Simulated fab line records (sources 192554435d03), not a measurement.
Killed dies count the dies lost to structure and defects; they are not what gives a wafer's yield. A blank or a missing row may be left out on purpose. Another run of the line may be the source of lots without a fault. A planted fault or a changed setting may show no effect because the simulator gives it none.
Problem report in the 8D (eight disciplines) form, filled by code / flow n5-finfet / the parts of the form that need people (team, actions taken, sign-off) are left out

## 1. WHAT IS WRONG
Mean of run-length-s at N5_BEOL_M5_ETCH_68: 149.8 s across 4 wafers in 3 lots; on wafers with no fault it is 143.1 s (standard deviation 0.55). That puts it +12 standard deviations away from the usual mean.
The step: etches SOC in N2/H2, target depth 80 nm, overetch 16 nm, time 120 s.
First observed at day 12 09:19: wafer L493.3, on rie-diel-04. Wafers with a number at this step in the record: 21, from 7 lots. The rule behind "out" and "out of limits": a value lying over 4 standard deviations away from the usual mean. All remaining wafers that have a number are taken as sound.

## 2. WHAT IT IS, WHAT IT ISN'T
question=which readings at this step | is=run-length-s | is not=drypump-motor-current-A, oes-product-au, throttle-valve-pct
question=which lots | is=L493, L494, L495 | is not=L486, L487, L497, L499
question=which wafers of those lots | is=L493.3, L494.2, L494.3, L495.3 | is not=L493.4, L493.5, L494.4, L495.1, L495.6
question=read on which tools | is=rie-diel-04 | is not=rie-diel-02, rie-diel-06
question=when | is=from day 12 09:19 | is not=up to then (8 sound wafers); but 9 sound wafers of L494, L495, L497, L499 came after

## 3. SUSPECTS, AND WHAT RULES EACH OUT
Counting: if a tool at a process step up to the reading ran every lot that is out, it stays a suspect. Sound lots after the first of them don't rule it out here, since some wafers of a struck lot are sound.
- rie-diel-04 at N5_BEOL_M5_DESCUM_33 (chemistry O2, time 7 s): kept. It ran every lot that is out, first L493 (day 12 09:14); its last sound lot up to then is L486 (day 9 11:23).
- rie-diel-04 at N5_BEOL_M5_ETCH_75 (etches underlayer in N2/H2, target depth 6.5 nm, time 5.2 s): kept. It ran every lot that is out, first L493 (day 12 09:16); its last sound lot up to then is L486 (day 9 11:25).
- rie-diel-04 at N5_BEOL_M5_ETCH_67 (etches SiARC in CF4, target depth 15.6 nm, time 26 s): kept. It ran every lot that is out, first L493 (day 12 09:17); its last sound lot up to then is L486 (day 9 11:26).
- rie-diel-04 at N5_BEOL_M5_ETCH_68 (etches SOC in N2/H2, target depth 80 nm, overetch 16 nm, time 120 s): kept. It ran every lot that is out, first L493 (day 12 09:19); its last sound lot up to then is L486 (day 9 11:28). Out on those wafers are its own readings of run-length-s.
Left after counting: rie-diel-04 at N5_BEOL_M5_DESCUM_33, rie-diel-04 at N5_BEOL_M5_ETCH_75, rie-diel-04 at N5_BEOL_M5_ETCH_67, rie-diel-04 at N5_BEOL_M5_ETCH_68.

## 4. THE CAUSE (what the simulator had put in)
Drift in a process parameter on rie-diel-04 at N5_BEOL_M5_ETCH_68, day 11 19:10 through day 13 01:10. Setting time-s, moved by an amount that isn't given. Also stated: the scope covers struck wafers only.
After counting, 4 suspects remain, this tool included.

## 5. THE CHAIN OF EFFECTS, in route order
Each row: a reading where the mean over the struck wafers with a number is more than 3 standard deviations away from the usual. Readings are gone through only where the record gives a usual standard deviation; hours: the median, over the lots, of the time from a lot's start at the first step in this table giving one to that lot's start at this step; sigmas: the change measured in usual standard deviations.
hours=0; step=N5_BEOL_M5_ETCH_68; reading=run-length-s; usual=143.1 s; on struck wafers=149.8; change=+6.7; sigmas=+12
It contains these process steps:
- N5_BEOL_M5_ETCH_68: etches SOC in N2/H2, target depth 80 nm, overetch 16 nm, time 120 s.

## 6. WHAT WOULD HAVE CAUGHT IT SOONER
First out-of-limits reading in this record: day 12 09:19, which is 14 hours after fault onset at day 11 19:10.
